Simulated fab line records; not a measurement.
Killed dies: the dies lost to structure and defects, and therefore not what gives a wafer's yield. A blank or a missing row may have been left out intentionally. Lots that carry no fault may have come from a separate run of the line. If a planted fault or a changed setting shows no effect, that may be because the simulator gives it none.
Chamber matching    flow n5-finfet    N5_MOL_CONTACT_COAG_ALD_20 on ald-metal-04: 4 sister chambers
The step deposits TiN, target thk 1.5 nm, pulse time 1 s, purge time 3 s. 8 wafers are shown with their chamber, then 8 later ones without.

== EACH WAFER AND ITS CHAMBER ==
wafer   chamber  heater-power-w (W)  precursor-pulse-height-rel
L084.2  2        874                 1.014
L084.4  0        865                 0.999
L084.6  2        917                 0.993
L085.3  0        875                 1.006
L088.1  3        808                 0.999
L088.4  1        948                 1.001
L088.6  3        806                 0.986
L091.2  1        961                 0.984

== WAFERS WITHOUT THEIR CHAMBER ==
wafer   heater-power-w (W)  precursor-pulse-height-rel
L091.4  805                 0.976
L091.6  804                 1.006
L094.2  893                 0.989
L094.3  793                 1.020
L094.6  794                 1.038
L097.1  920                 1.029
L097.2  796                 0.988
L097.3  916                 1.037

== THE CHAMBER EACH PASSED THROUGH ==
wafer   from the rows above           in truth
L091.4  3                             3
L091.6  3                             3
L094.2  can't be placed: 2 or 0       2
L094.3  3                             3
L094.6  can't be placed: 3 or 0       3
L097.1  can't be placed: 2 or 0 or 1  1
L097.2  3                             3
L097.3  can't be placed: 2 or 0 or 1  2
Correctly placed: 4 of 8. These rows do not allow placing 4 (true chamber among the candidates in 4). Number placed wrongly: 0.
How it was worked out, from the rows above alone: a wafer's distance from a chamber is the root of the sum, over the readings, of the square of ((its reading less the chamber's mean) divided by the reading's scatter). The wafer belongs to the nearest chamber; if the next one is less than 2 further off, it can't be placed. Each chamber's mean is taken over the wafers shown for it. How the scatter is found: for the shown wafers, subtract from each reading the mean of its chamber, square and add these, divide the total by (wafers less chambers), then take the root.
